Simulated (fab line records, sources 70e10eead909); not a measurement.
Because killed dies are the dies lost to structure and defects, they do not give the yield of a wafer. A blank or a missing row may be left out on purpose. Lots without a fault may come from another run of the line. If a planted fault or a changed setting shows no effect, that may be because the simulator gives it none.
fab line records	flow nand-harc
record: lots: 6	wafers: 18	last-day: 23
route steps=1159 shown A_M0@1005 A_M1@1026 END@1159
lots that met no fault: from a run of the same line without faults
start-h: start of the lot's first displayed wafer, in hours after the record's first day	wait-h: hours elapsed since this lot's preceding step	" identical to the entry in the row above	L1.1+2: a single row standing in for several wafers	- no value, or no start given	* or withheld: withheld	< > ~ a bound
route shown NAME@n: NAME is a module with steps in the file, n the number in the route of the first one	usual: mean and standard deviation over wafers with no fault	same: alike in all rows	chamber/n: place in a boat	sites: per-site readings	_std_site: the standard deviation of these	_edge_site: outer sites' mean less inner sites'	radius-mm: for every site, how far away it sits from the centre of the wafer	mask NAME#n: copy n	behind: the tool/chamber that last shaped the wafer	hold: the reason the lot was held/the length of the hold in hours/how it ended	device: transistor that didn't switch, given as n, p or np	end of line: tests of these same wafers at the route's end	for a step that has no rows: nothing shown but its recipe	killed: count of dies lost to structure and defects at first sort (not the wafer's yield)	map: shows each die of a wafer: x if killed, . if not, _ if none is there
set.NAME: the setting as run; set.NAME@STEP: as run at that earlier step	model.NAME: the simulator's own value behind a step, which no gauge read
lots at some steps of the route; a table a step, a row a wafer
services: the hour from which a tool's chamber was out of use, counted from the record's first day as start-h (under 0 if before that day), plus the number of hours and why
== steps ==
step: NHARC_A_M0_OVL_MEAS_10
recipe: pitch-nm: 160
usual: overlay-x-nm: 0.1/0.76	overlay-y-nm: -0.1/0.92
lot.wafer	tool	chamber	start-h	wait-h	overlay-x-nm	overlay-y-nm
L400.2	overlay-02	-	407.17	-	-0.4	-0.5
L400.3	"	-	"	"	-0.5	-0.1
L400.6	"	-	"	"	-0.2	-0.4
L398.1	overlay-01	-	416.12	-	0.8	-0.1
L398.5	"	-	"	"	1.0	-0.4
L398.6	"	-	"	"	0.6	-0.5
L403.1	overlay-01	-	441.15	-	1.0	-2.0
L403.3	"	-	"	"	0.3	-1.6
L403.4	"	-	"	"	1.5	-1.4
L404.2	overlay-02	-	454.58	-	1.0	0.6
L404.3	"	-	"	"	0.6	0.5
L404.6	"	-	"	"	0.6	0.1
L416.2	overlay-02	-	504.04	-	0.3	0.8
L416.4	"	-	"	"	0.1	0.8
L416.5	"	-	"	"	0.1	0.6
L414.3	overlay-02	-	506.43	-	-1.3	1.4
L414.4	"	-	"	"	-1.6	1.6
L414.5	"	-	"	"	-1.3	1.4
step: NHARC_A_M0_INSPECT_11
usual: raw-defect-count: 32/13
lot.wafer	tool	chamber	start-h	wait-h	raw-defect-count
L400.2	defect-inspect-01	-	407.21	0.0	22
L400.3	"	-	"	"	22
L400.6	"	-	"	"	22
L398.1	defect-inspect-02	-	416.16	0.0	38
L398.5	"	-	"	"	19
L398.6	"	-	"	"	26
L403.1	defect-inspect-01	-	441.19	0.0	26
L403.3	"	-	"	"	32
L403.4	"	-	"	"	28
L404.2	defect-inspect-02	-	454.62	0.0	40
L404.3	"	-	"	"	30
L404.6	"	-	"	"	43
L416.2	defect-inspect-01	-	504.07	0.0	44
L416.4	"	-	"	"	37
L416.5	"	-	"	"	42
L414.3	defect-inspect-02	-	506.46	0.0	48
L414.4	"	-	"	"	42
L414.5	"	-	"	"	30
step: NHARC_A_M0_DESCUM_14
recipe: time-s: 3	o2-flow-sccm: 200	ar-flow-sccm: 0	bias-power-w: 0	chemistry: O2
step: NHARC_A_M0_ETCH_34
recipe: target-depth-a: 400	overetch-a: 120	time-s: 43.94	ion-energy-ev: 200	n2-flow-sccm: 150	h2-flow-sccm: 150	ar-flow-sccm: 0	rf-w: 400	bias-w: 150	chemistry: N2/H2
step: NHARC_A_M0_ETCH_15
recipe: target-depth-a: 1500	overetch-a: 150	time-s: 82.5	c4f8-flow-sccm: withheld	ar-flow-sccm: 400	rf-w: 600	bias-w: 300	chemistry: C4F8/Ar
step: NHARC_A_M0_CD_MEAS_16
usual: cd-nm: 79.6/1.1
lot.wafer	tool	chamber	start-h	wait-h	cd-nm
L400.2	cd-sem-02	-	407.57	-	80.3
L400.3	"	-	"	"	78.4
L400.6	"	-	"	"	79.7
L398.1	cd-sem-03	-	416.51	-	80.5
L398.5	"	-	"	"	79.7
L398.6	"	-	"	"	78.6
L403.1	cd-sem-01	-	441.55	-	78.6
L403.3	"	-	"	"	79.2
L403.4	"	-	"	"	79.4
L404.2	cd-sem-03	-	454.98	-	78.8
L404.3	"	-	"	"	79.1
L404.6	"	-	"	"	80.2
L416.2	cd-sem-01	-	504.44	-	82.6
L416.4	"	-	"	"	79.2
L416.5	"	-	"	"	79.6
L414.3	cd-sem-01	-	506.87	-	78.4
L414.4	"	-	"	"	79.1
L414.5	"	-	"	"	80.1
step: NHARC_A_M0_STRIP_18
recipe: power-w: 1000	n2-flow-sccm: 150	h2-flow-sccm: 150	ar-flow-sccm: 0	bias-w: 0	chemistry: N2/H2
step: NHARC_A_M0_STRIP_19
recipe: time-s: 600	temp-c: 30	chemistry: post-etch-residue-remover
step: NHARC_A_M0_DEGAS_28
recipe: temp-c: 250	time-s: 60
usual: heater-power-w: 311/35
lot.wafer	tool	chamber	start-h	wait-h	heater-power-w
L400.3	pvd-sputter-02	-	408.24	-	290
L400.2	"	-	"	"	321
L400.6	"	-	"	"	312
L398.1	pvd-sputter-03	-	417.14	-	288
L398.5	"	-	"	"	307
L398.6	"	-	"	"	294
L403.3	pvd-sputter-01	-	442.17	-	268
L403.1	"	-	"	"	405
L403.4	"	-	"	"	294
L404.2	pvd-sputter-03	-	455.60	-	334
L404.3	"	-	"	"	293
L404.6	"	-	"	"	343
L416.4	pvd-sputter-01	-	505.06	-	261
L416.2	"	-	"	"	409
L416.5	"	-	"	"	400
L414.3	pvd-sputter-02	-	507.48	-	321
L414.4	"	-	"	"	296
L414.5	"	-	"	"	318
step: NHARC_A_M0_PRE_CLEAN_29
recipe: time-s: 30	temp-c: 280	gas: H2/He
usual: heater-power-w: 379/40
lot.wafer	tool	chamber	start-h	wait-h	heater-power-w
L400.3	pvd-sputter-02	-	-	-	405
L400.2	"	-	"	"	352
L400.6	"	-	"	"	400
L398.1	pvd-sputter-03	-	-	-	391
L398.5	"	-	"	"	415
L398.6	"	-	"	"	386
L403.3	pvd-sputter-01	-	-	-	328
L403.4	"	-	"	"	493
L403.1	"	-	"	"	349
L404.2	pvd-sputter-03	-	-	-	385
L404.3	"	-	"	"	388
L404.6	"	-	"	"	387
L416.2	pvd-sputter-01	-	-	-	355
L416.4	"	-	"	"	325
L416.5	"	-	"	"	355
L414.3	pvd-sputter-02	-	-	-	394
L414.4	"	-	"	"	401
L414.5	"	-	"	"	390
step: NHARC_A_M0_PVD_20
recipe: target-thk-a: 50	bias-v: 168.6	power-w: 15000	chamber-pressure-pa: 0.12	time-s: 8.06	substrate-temp-c: 50	material: TaN
step: NHARC_A_M0_PVD_21
recipe: target-thk-a: 300	chamber-pressure-pa: 5	power-w: 5000	substrate-temp-c: 30	time-s: 20.49	material: Cu
step: NHARC_A_M0_ECD_22
recipe: target-thk-a: 4000	bath-temp-c: 25	material: Cu
lot.wafer	tool	chamber	start-h	wait-h
L400.2+3+6	ecd-cu-02	0,1,0	408.61	-
L398.1+5+6	ecd-cu-01	0,0,1	417.49	-
L403.1+3+4	ecd-cu-02	1,1,0	442.53	-
L404.2+3+6	ecd-cu-02	1,1,0	455.95	-
L416.2+4+5	ecd-cu-01	1	505.42	-
L414.4+3+5	ecd-cu-01	1,0,0	507.95	-
step: NHARC_A_M0_ANNEAL_30
recipe: temp-c: 225	time-s: 90
step: NHARC_A_M0_CMP_23
recipe: t-overpolish-s: 20	target-thk-nm: 113.75
step: NHARC_A_M0_THK_MEAS_24
recipe: thk-meas-gauge: xrf
usual: thk-nm: 113.6/1.8
lot.wafer	tool	chamber	start-h	wait-h	thk-nm
L400.2	film-metro-02	-	409.65	-	111.5
L400.3	"	-	"	"	113.3
L400.6	"	-	"	"	117.8
L398.1	film-metro-01	-	418.53	-	112.4
L398.5	"	-	"	"	112.8
L398.6	"	-	"	"	111.4
L403.1	film-metro-01	-	443.59	-	114.0
L403.3	"	-	"	"	113.1
L403.4	"	-	"	"	110.9
L404.2	film-metro-01	-	457.01	-	115.5
L404.3	"	-	"	"	111.5
L404.6	"	-	"	"	114.9
L416.2	film-metro-02	-	506.46	-	112.1
L416.4	"	-	"	"	114.5
L416.5	"	-	"	"	112.1
L414.3	film-metro-02	-	508.89	-	112.3
L414.4	"	-	"	"	113.4
L414.5	"	-	"	"	112.7
step: NHARC_A_M0_SRD_25
step: NHARC_A_M0_PRE_CLEAN_31
recipe: time-s: 12	temp-c: 370	rf-power-w: 300	gas: NH3
step: NHARC_A_M0_DEP_32
recipe: target-thk-a: 300	temp-c: 370	target-thk-nm: 30	pressure-torr: 3	flow-sccm: 200	rf-w: 450	material: SiCN
usual: heater-power-w: 557/90
lot.wafer	tool	chamber	start-h	wait-h	heater-power-w
L400.2	pecvd-04	0	410.06	0.1	479
L400.3	"	1	"	"	698
L400.6	"	0	"	"	465
L398.1	pecvd-02	1	418.85	0.1	737
L398.5	"	2	"	"	573
L398.6	"	0	"	"	454
L403.3	pecvd-03	1	444.01	0.1	511
L403.1	"	2	"	"	502
L403.4	"	2	"	"	493
L404.2	pecvd-02	2	457.31	0.1	540
L404.3	"	1	"	"	708
L404.6	"	0	"	"	548
L416.2	pecvd-02	0	506.85	0.1	508
L416.5	"	1	"	"	624
L416.4	"	2	"	"	596
L414.3	pecvd-03	2	509.28	0.1	563
L414.5	"	0	"	"	607
L414.4	"	2	"	"	560
step: NHARC_A_M1_DEP_00
recipe: target-thk-a: 1825	target-thk-nm: 182.5	temp-c: withheld	pressure-torr: 5	flow-sccm: 200	rf-w: 600	material: SiOC
step: NHARC_A_M1_DEHYDRATE_01
recipe: temp-c: 150	time-s: 120
step: NHARC_A_M1_HMDS_02
recipe: time-s: 30
step: NHARC_A_M1_COAT_34
recipe: temp-c: 200	time-s: 65
step: NHARC_A_M1_COAT_03
recipe: spin-rpm: 1500	resist-thk-nm: 90
step: NHARC_A_M1_SOFTBAKE_04
recipe: temp-c: 105	time-s: 55
step: NHARC_A_M1_EBR_05
step: NHARC_A_M1_EXPOSE_06
recipe: na: 1.35	target-cd-nm: 120	dose-mj: 75.13	mask-id: A_M1
step: NHARC_A_M1_PEB_07
recipe: peb-temp-c: 100	peb-time-s: 65
step: NHARC_A_M1_DEVELOP_08
recipe: develop-time-s: 35	dev-temp-c: 23
step: NHARC_A_M1_CD_MEAS_09
recipe: target-cd-nm: 120	landing-energy-ev: 500
usual: cd-nm: 119.7/0.8
same: landing-energy-ev: 500
lot.wafer	tool	chamber	start-h	wait-h	cd-nm
L400.2	cd-sem-02	0	411.25	-	119.3
L400.3	"	0	"	"	118.9
L400.6	"	0	"	"	120.3
L398.1	cd-sem-02	0	420.08	-	119.9
L398.5	"	0	"	"	119.8
L398.6	"	0	"	"	118.5
L403.1	cd-sem-02	0	445.30	-	118.7
L403.3	"	0	"	"	119.8
L403.4	"	0	"	"	119.1
L404.2	cd-sem-01	0	458.59	-	120.2
L404.3	"	0	"	"	120.5
L404.6	"	0	"	"	118.9
L416.2	cd-sem-03	0	508.04	-	120.4
L416.4	"	0	"	"	118.3
L416.5	"	0	"	"	119.2
L414.3	cd-sem-02	0	510.54	-	119.2
L414.4	"	0	"	"	119.8
L414.5	"	0	"	"	119.7
step: NHARC_A_M1_OVL_MEAS_10
recipe: pitch-nm: 240
usual: overlay-x-nm: 0.0/0.9	overlay-y-nm: 0.0/0.88
lot.wafer	tool	chamber	start-h	wait-h	overlay-x-nm	overlay-y-nm
L400.2	overlay-02	-	411.33	-	2.1	1.0
L400.3	"	-	"	"	1.9	1.3
L400.6	"	-	"	"	2.0	1.0
L398.1	overlay-02	-	420.17	-	0.6	-2.9
L398.5	"	-	"	"	0.6	-2.0
L398.6	"	-	"	"	0.8	-2.2
L403.1	overlay-02	-	445.39	-	1.1	0.1
L403.3	"	-	"	"	2.0	-0.3
L403.4	"	-	"	"	1.6	-0.3
L404.2	overlay-02	-	458.68	-	-0.9	0.1
L404.3	"	-	"	"	-0.3	0.4
L404.6	"	-	"	"	-0.3	0.0
L416.2	overlay-01	-	508.13	-	-1.3	1.2
L416.4	"	-	"	"	-0.9	2.0
L416.5	"	-	"	"	-1.3	0.4
L414.3	overlay-01	-	510.62	-	0.1	0.0
L414.4	"	-	"	"	0.0	0.3
L414.5	"	-	"	"	-0.1	-0.5
step: NHARC_A_M1_DESCUM_14
recipe: time-s: 3	o2-flow-sccm: 200	ar-flow-sccm: 0	bias-power-w: 0	chemistry: O2
step: NHARC_A_M1_ETCH_35
recipe: target-depth-a: 400	overetch-a: 120	time-s: 43.94	ion-energy-ev: 200	n2-flow-sccm: 150	h2-flow-sccm: 150	ar-flow-sccm: 0	rf-w: 400	bias-w: 150	chemistry: N2/H2
step: NHARC_A_M1_ETCH_15
recipe: target-depth-a: 1825	time-s: 91.2	c4f8-flow-sccm: withheld	ar-flow-sccm: 400	rf-w: 600	bias-w: 300	chemistry: C4F8/Ar
step: NHARC_A_M1_CD_MEAS_16
usual: cd-nm: 119.5/1
lot.wafer	tool	chamber	start-h	wait-h	cd-nm
L400.2	cd-sem-03	-	411.74	-	117.8
L400.3	"	-	"	"	119.2
L400.6	"	-	"	"	119.6
L398.1	cd-sem-01	-	420.57	-	119.3
L398.5	"	-	"	"	120.6
L398.6	"	-	"	"	118.1
L403.1	cd-sem-01	-	445.79	-	118.4
L403.3	"	-	"	"	120.9
L403.4	"	-	"	"	119.1
L404.2	cd-sem-02	-	459.08	-	119.8
L404.3	"	-	"	"	119.9
L404.6	"	-	"	"	119.2
L416.2	cd-sem-02	-	508.54	-	120.1
L416.4	"	-	"	"	117.5
L416.5	"	-	"	"	118.5
L414.3	cd-sem-02	-	511.03	-	119.9
L414.4	"	-	"	"	118.7
L414.5	"	-	"	"	119.4
step: NHARC_A_M1_STRIP_18
recipe: power-w: 1000	n2-flow-sccm: 150	h2-flow-sccm: 150	ar-flow-sccm: 0	bias-w: 0	chemistry: N2/H2
usual: drypump-motor-current-A: 5.9/0.3	oes-product-au: 0.997/0.02	rf-vpp-V: 90.7/0.86	showerhead-plenum-p-Torr: 2.03/0.078	throttle-valve-pct: 14.171/0.0093
lot.wafer	tool	chamber	start-h	wait-h	drypump-motor-current-A	oes-product-au	rf-hours-counter-h	rf-vpp-V	showerhead-plenum-p-Torr	throttle-valve-pct
L400.2	rie-diel-10	1	411.85	0.1	5.8	0.998	1	90.6	2.04	14.169
L400.3	"	3	"	"	6.0	1.003	1	89.7	2.05	14.172
L400.6	"	1	"	"	5.8	0.998	-	90.6	2.04	14.167
L398.1	rie-diel-10	1	420.64	0.1	5.8	0.986	2	90.2	2.04	14.172
L398.5	"	1	"	"	5.8	0.995	-	91.5	2.04	14.154
L398.6	"	2	"	"	6.0	0.995	-	91.9	1.97	14.175
L403.1	rie-diel-09	2	445.87	0.1	6.1	1.004	0	88.8	1.90	14.178
L403.4	"	0	"	"	6.5	1.027	1	90.9	1.93	14.176
L403.3	"	1	"	"	6.2	0.993	1	90.9	2.14	14.175
L404.3	rie-diel-01	1	459.21	0.1	5.9	0.958	9	90.2	2.00	14.192
L404.2	"	2	"	"	5.9	1.008	8	90.2	2.01	14.164
L404.6	"	3	"	"	5.8	0.980	-	91.4	2.02	14.172
L416.2	rie-diel-10	1	508.63	0.1	5.8	0.994	4	90.6	2.04	14.159
L416.4	"	2	"	"	6.1	1.002	4	90.2	1.97	14.161
L416.5	"	0	"	"	5.2	1.007	-	89.7	2.13	14.172
L414.4	rie-diel-01	3	511.10	0.1	5.8	0.987	0	90.1	2.02	14.177
L414.3	"	2	"	"	5.9	0.997	1	90.9	2.01	14.178
L414.5	"	3	"	"	5.8	0.985	-	89.5	2.02	14.160
step: NHARC_A_M1_ETCH_28
recipe: target-depth-a: 300	over-etch-frac: 0.3	time-s: 72.99	ion-energy-ev: 150	cf4-flow-sccm: 50	n2-flow-sccm: 100	ar-flow-sccm: 150	rf-w: 300	bias-w: 100	chemistry: CF4/N2
step: NHARC_A_M1_STRIP_19
recipe: time-s: 600	temp-c: 30	chemistry: post-etch-residue-remover
step: NHARC_A_M1_DEGAS_29
recipe: temp-c: 250	time-s: 60
usual: heater-power-w: 313/35
lot.wafer	tool	chamber	start-h	wait-h	heater-power-w
L400.2	pvd-sputter-01	-	412.47	-	285
L400.3	"	-	"	"	291
L400.6	"	-	"	"	296
L398.1	pvd-sputter-03	-	421.32	-	319
L398.6	"	-	"	"	348
L398.5	"	-	"	"	317
L403.4	pvd-sputter-03	-	446.52	-	317
L403.3	"	-	"	"	341
L403.1	"	-	"	"	316
L404.2	pvd-sputter-02	-	459.81	-	319
L404.3	"	-	"	"	293
L404.6	"	-	"	"	325
L416.4	pvd-sputter-03	-	509.27	-	332
L416.2	"	-	"	"	307
L416.5	"	-	"	"	334
L414.3	pvd-sputter-03	-	511.74	-	339
L414.4	"	-	"	"	339
L414.5	"	-	"	"	325
step: NHARC_END_SORT_01
recipe: temp-c: 25
usual: defect-limited-yield: 95.1/1.5	killed-at-array: 29/10	killed-at-other: 0.7/1	killed-at-periphery: 3.7/2.6	killed-dies: 33/10	killed-open: 3.4/1.8	killed-short: 1.8/1.3	sort_bin_2_pct: 1.5/0.64	sort_bin_3_pct: 0.29/0.24	sort_bin_4_pct: 3.1/0.95	sort-n-pass: 644/10	sort-rim-yield-pct: 96.9/2.6	sort-yield-pct: 95.1/1.5
same: gross-dies: 677	sort_bin_5_pct[%]: 0	sort_bin_6_pct[%]: 0	sort_bin_7_pct[%]: 0	sort_bin_8_pct[%]: 0	sort-rim-n-gross: 106.00
lot.wafer	tool	chamber	start-h	wait-h	defect-limited-yield[%]	killed-at-array	killed-at-other	killed-at-periphery	killed-dies	killed-open	killed-short	sort_bin_2_pct[%]	sort_bin_3_pct[%]	sort_bin_4_pct[%]	sort-n-pass	sort-rim-yield-pct[%]	sort-yield-pct[%]
L400.2	prober-02	0	449.53	2.8	96.5	22	1	1	24	3	2	0.7	0.30	2.5	653	99.1	96.5
L400.3	prober-02	0	450.31	3.1	96.8	18	0	4	22	3	4	1.2	0.30	1.8	655	97.2	96.8
L400.6	prober-02	0	452.67	3.9	96.3	24	0	1	25	5	1	1.3	0	2.4	652	99.1	96.3
L398.1	prober-02	0	465.10	3.4	94.4	37	1	0	38	3	2	1.9	0.15	3.5	639	98.1	94.4
L398.5	prober-02	0	468.28	4.6	97.3	17	0	1	18	0	2	0.3	0.15	2.2	659	95.3	97.3
L398.6	prober-02	0	469.08	4.9	96.8	21	0	1	22	2	0	0.7	0	2.5	655	100.0	96.8
L403.1	prober-02	0	483.91	2.5	41.5	392	1	3	396	3	0	19.2	4.28	35.0	281	34.9	41.5
L403.3	prober-02	0	485.53	3.1	42.4	386	0	4	390	1	2	21.1	4.87	31.6	287	40.6	42.4
L403.4	prober-02	0	486.34	3.4	41.8	388	0	6	394	1	0	21.3	4.58	32.3	283	43.4	41.8
L404.2	prober-01	0	496.94	2.8	41.4	391	1	5	397	4	2	20.5	3.84	34.3	280	43.4	41.4
L404.3	prober-01	0	497.75	3.1	39.9	403	1	3	407	2	1	22.2	4.43	33.5	270	40.6	39.9
L404.6	prober-01	0	500.18	4.0	40.2	398	1	6	405	2	0	21.6	4.87	33.4	272	39.6	40.2
L416.2	prober-01	0	552.31	2.8	95.1	28	0	5	33	0	1	2.2	0.30	2.4	644	94.3	95.1
L416.4	prober-01	0	553.91	3.4	93.9	36	0	5	41	1	1	1.6	0.30	4.1	636	99.1	93.9
L416.5	prober-01	0	554.71	3.7	94.8	31	0	4	35	2	2	1.6	0.44	3.1	642	89.6	94.8
L414.3	prober-02	0	560.86	3.1	90.7	48	0	15	63	9	1	3.0	0.89	5.5	614	97.2	90.7
L414.4	prober-02	0	561.66	3.4	93.2	38	0	8	46	6	0	2.5	0.59	3.7	631	96.2	93.2
L414.5	prober-02	0	562.46	3.7	94.1	30	1	9	40	3	2	1.5	0	4.4	637	98.1	94.1
killed by level:class
L400.2 A_SLIT:chamber-film-flake=10 A_STAIRCASE:chamber-film-flake=6 A_CHANNEL_FILL_D1:geometric-particle:open=1 A_SGD_CUT:geometric-particle:short=1 A_SGD_CUT:geometric-particle:open=1 A_CONTACT:geometric-particle:short=1 STARTING-WAFER:geometric-particle:open=1 P_GATE:chamber-film-flake=1
L400.3 A_SLIT:chamber-film-flake=8 A_STAIRCASE:chamber-film-flake=2 A_ZERO_WELL:chamber-film-flake=2 A_CHANNEL_HOLE_D1:chamber-film-flake=2 P_GATE:geometric-particle:open=1 P_CONTACT:geometric-particle:short=1 P_M0:geometric-particle:open=1 A_CHANNEL_FILL_D1:geometric-particle:open=1
L400.6 A_SLIT:chamber-film-flake=11 A_STAIRCASE:chamber-film-flake=3 A_CHANNEL_HOLE_D1:chamber-film-flake=2 A_BLC:chamber-film-flake=2 P_M0:geometric-particle:open=1 A_ONON_D1:geometric-particle:open=1 A_CHANNEL_FILL_D1:geometric-particle:open=1 A_SGD_CUT:geometric-particle:open=1
L398.1 A_CHANNEL_HOLE_D1:chamber-film-flake=21 A_M0:chamber-film-flake=4 A_STAIRCASE:chamber-film-flake=3 A_CHANNEL_FILL_D1:chamber-film-flake=2 A_WL_FILL:chamber-film-flake=2 A_ONON_D1:geometric-particle:open=1 A_ONON_D1:geometric-particle:short=1 A_SLIT:geometric-particle:open=1
L398.5 A_CHANNEL_HOLE_D1:chamber-film-flake=12 A_CHANNEL_FILL_D1:geometric-particle:short=2 A_STAIRCASE:chamber-film-flake=2 P_GATE:chamber-film-flake=1 A_M0:chamber-film-flake=1
L398.6 A_CHANNEL_HOLE_D1:chamber-film-flake=14 A_CHANNEL_FILL_D1:chamber-film-flake=2 A_STAIRCASE:chamber-film-flake=2 A_M0:geometric-particle:open=1 A_M1:geometric-particle:open=1 P_STI:chamber-film-flake=1 A_M0:chamber-film-flake=1
L403.1 A_M0:unspecified=377 A_CHANNEL_HOLE_D1:chamber-film-flake=9 A_CONTACT:chamber-film-flake=2 P_CONTACT:geometric-particle:open=1 A_ONON_D1:geometric-particle:open=1 A_WL_FILL:geometric-particle:open=1 P_STI:chamber-film-flake=1 P_BONDPAD:chamber-film-flake=1
L403.3 A_M0:unspecified=367 A_CHANNEL_HOLE_D1:chamber-film-flake=11 P_BONDPAD:chamber-film-flake=3 A_M1:chamber-film-flake=2 A_STAIRCASE:chamber-film-flake=2 A_ONON_D1:geometric-particle:short=1 A_CHANNEL_FILL_D1:geometric-particle:open=1 A_WL_FILL:geometric-particle:short=1
L403.4 A_M0:unspecified=370 A_CHANNEL_HOLE_D1:chamber-film-flake=10 A_STAIRCASE:chamber-film-flake=5 P_STI:chamber-film-flake=3 P_BONDPAD:chamber-film-flake=2 A_M1:chamber-film-flake=2 A_CONTACT:geometric-particle:open=1 P_ZERO_WELL:chamber-film-flake=1
L404.2 A_M0:unspecified=364 A_CHANNEL_HOLE_D1:chamber-film-flake=19 P_ZERO_WELL:chamber-film-flake=3 A_CONTACT:geometric-particle:open=2 A_STAIRCASE:chamber-film-flake=2 P_CONTACT:geometric-particle:open=1 A_ONON_D1:geometric-particle:open=1 A_WL_FILL:geometric-particle:short=1
L404.3 A_M0:unspecified=384 A_CHANNEL_HOLE_D1:chamber-film-flake=14 P_ZERO_WELL:chamber-film-flake=3 A_CONTACT:geometric-particle:open=2 A_WL_FILL:geometric-particle:short=1 A_STAIRCASE:chamber-film-flake=1 A_CONTACT:chamber-film-flake=1 THIN_TSV:chamber-film-flake=1
L404.6 A_M0:unspecified=377 A_CHANNEL_HOLE_D1:chamber-film-flake=14 P_ZERO_WELL:chamber-film-flake=5 A_STAIRCASE:chamber-film-flake=5 P_CONTACT:geometric-particle:open=1 A_M0:geometric-particle:open=1 A_CONTACT:chamber-film-flake=1 THIN_TSV:chamber-film-flake=1
L416.2 A_CHANNEL_HOLE_D1:chamber-film-flake=13 A_CONTACT:chamber-film-flake=8 A_STAIRCASE:chamber-film-flake=7 P_CONTACT:chamber-film-flake=3 P_GATE:geometric-particle:short=1 P_ZERO_WELL:chamber-film-flake=1
L416.4 A_CHANNEL_HOLE_D1:chamber-film-flake=20 A_CONTACT:chamber-film-flake=10 A_STAIRCASE:chamber-film-flake=3 P_CONTACT:chamber-film-flake=2 A_CHANNEL_FILL_D1:chamber-film-flake=2 P_M0:geometric-particle:open=1 A_M1:geometric-particle:short=1 P_ZERO_WELL:chamber-film-flake=1
L416.5 A_CHANNEL_HOLE_D1:chamber-film-flake=13 A_CONTACT:chamber-film-flake=11 A_CONTACT:geometric-particle:open=2 P_STI:chamber-film-flake=2 A_STAIRCASE:chamber-film-flake=2 P_CONTACT:geometric-particle:short=1 A_CONTACT:geometric-particle:short=1 P_CONTACT:chamber-film-flake=1
L414.3 A_SLIT:chamber-film-flake=17 A_CHANNEL_HOLE_D1:chamber-film-flake=11 A_CONTACT:chamber-film-flake=8 P_STI:chamber-film-flake=7 A_SGD_CUT:chamber-film-flake=4 P_CONTACT:chamber-film-flake=3 A_CHANNEL_FILL_D1:geometric-particle:open=2 P_GATE:chamber-film-flake=2
L414.4 A_SLIT:chamber-film-flake=17 A_CONTACT:chamber-film-flake=8 A_CHANNEL_HOLE_D1:chamber-film-flake=4 P_STI:chamber-film-flake=3 P_GATE:chamber-film-flake=3 A_SGD_CUT:chamber-film-flake=3 A_CONTACT:geometric-particle:open=2 A_M1:geometric-particle:open=2
L414.5 A_SLIT:chamber-film-flake=13 A_CONTACT:chamber-film-flake=8 P_STI:chamber-film-flake=5 A_CHANNEL_HOLE_D1:chamber-film-flake=4 P_GATE:chamber-film-flake=2 P_GATE:geometric-particle:open=1 A_ONON_D1:geometric-particle:short=1 A_CONTACT:geometric-particle:short=1
map L403.1 (x killed, . not)
____________.____________
_________x.xx.xx_________
_______.xxx.x..xxx_______
______xxxx.x......x______
_____xx..xx.xxxxxx.._____
____xx....x..xxxxxx.x____
____xxxx.x..x.xxx.xxx____
___xx...xxxx...x.x.xx.___
___xxxxxxxx.xx.x..xxxx___
__.x.xxxxx..x.......x.x__
__xx.xxx...x.x.x.x..x.x__
_xx..xxx..xx.x.x...xxx.._
_...xx..xxxxx.x.xx.xxx.._
_xxxxx.xxxxxx...xx.xxxxx_
_xxx.xxx.x.x.x.xx.xxx..x_
_x.xx.xxxx..x....xxx...x_
xxxx..xxx.xx.x.xx.......x
.x.xx.x.x...xxx..xxxx....
x......xxxx.xx.xxxxxx.xxx
xxx.xx.xxxx..xxxxxxx.x.xx
xx.xx..xx.xx.xx.xxx..x.xx
_x.x....xx.xxxx.xx....xx_
_xxx..x..x..x..x.xxxxx.._
_.x.xx..x..x.xx..xxx...._
_..xx...x.x.x.x.xx.x...._
_xxxx..xxxx..xxx.x..x.xx_
__x.x..x..xxxxxx.xxxx.x__
__xxxx.x.x..x.xxxxxxx.x__
___x..x.x.xx..xxxxxxx.___
___x.xx..x.xxx.x..xxxx___
____.x.xxx..xxx.xxx.x____
____x..x.x.xx.x.....x____
_____x.x.x.x.xxxx.x._____
______...x.xxx.xxx.______
_______.xx..xxx.xx_______
_________..xx..._________
____________x____________
map L404.3 (x killed, . not)
____________x____________
_________x.xx.xx_________
_______xx.xxxxx..x_______
______..xx.x.xxxx..______
_____x.x...x.xx....x_____
____.xx.xxx..xx..x...____
____.x..xxx....x....x____
___x..x..xxx.xx...xxx.___
___.x.x..xxx.x.xxxx...___
__x..x....x....x.x..xxx__
__x..xx..xx...xxxxx.xxx__
_.xxx.xx..x..xxx.x.x.xx._
_x.xxxx.x.xxx...xx.x..xx_
_.xx.xxx.x...xxxx..xxxxx_
_x..xx.xxxx.x.xx..xxx..x_
_.xxxxxxx.xxxxxxx.x.xxxx_
xxxx.x.xx.....xxx.xx.xxx.
......xxxxx....xx.x.xxxxx
.xxx.xx.xxxxx.xxx.x.xx...
x.xx.x..xxx.x.x.xx.xxx.xx
x...xx.xx..x.xxxxx.xxxx..
_xx..x.x.x..x...xx..xxxx_
_xxxxxxx.x.xx..x.x.xxx.._
_xxx.x....x.xxxxx..xx.xx_
_xx.x.xxx..xxxxxxx.xx..x_
_.x.x..x....xxxx.x.xx.x._
__xx....xxxx..x.xx....x__
__x..xx..xxxxxx..xx.xxx__
___x..xxxxxx.xxxxxx...___
___x.xxx..xx...x.xxxx.___
____xxxxx.xxx.x.xx.xx____
____xxxxxxxxxxxx.xx.x____
_____x.xx..xxxxxxxx._____
______x.x....xxxxxx______
_______.xxxxxxxx.x_______
_________..xx..x_________
____________.____________
== services ==
tool	chamber	start-h	hours	kind
rie-diel-10	0	387.00	-	clean
rie-diel-10	1	387.00	-	clean
rie-diel-10	2	387.00	-	clean
rie-diel-10	3	387.00	-	clean
pecvd-04	0	391.06	6.0	repair
pvd-sputter-02	-	392.00	10.0	pm
rie-diel-09	3	396.25	8.2	repair
pecvd-04	-	401.86	0.2	repair
pecvd-04	2	402.85	7.6	repair
rie-diel-10	0	411.50	-	clean
rie-diel-10	1	411.50	-	clean
pecvd-03	1	415.32	4.3	repair
rie-diel-09	-	430.05	0.3	repair
rie-diel-09	-	431.10	9.0	pm
pecvd-04	2	431.62	4.3	repair
pecvd-04	-	441.09	1.0	repair
pvd-sputter-01	-	445.54	6.2	repair
ecd-cu-01	-	448.14	8.0	pm
pvd-sputter-03	-	458.00	10.0	pm
ecd-cu-02	-	465.54	4.0	repair
pecvd-03	-	473.64	13.0	pm
rie-diel-01	-	491.80	9.0	pm
pecvd-02	-	495.63	0.5	repair
pvd-sputter-01	-	509.78	9.3	repair
== key ==
first-sign: step: NHARC_END_SORT_01	reading: killed-at-array	direction: up	sigmas: 37	usual: 29	struck: 393
effect: step: NHARC_END_SORT_01	reading: killed-dies	direction: up	sigmas: 36	usual: 33	struck: 398
more-kills-born-at: NHARC_A_M0_ECD_22@ecd-cu-02: 2239
met-at NHARC_A_M0_ECD_22
struck-wafers L403.1,L403.3,L403.4,L404.2,L404.3,L404.6
onset-between 408.61 442.53
fault: kind: chamber-particle-source	tool: ecd-cu-02	chamber: -	onset-h: 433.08	steps: NHARC_A_M0_ECD_22	rate-per-visit-cm2: 0.91951	end-h: 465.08
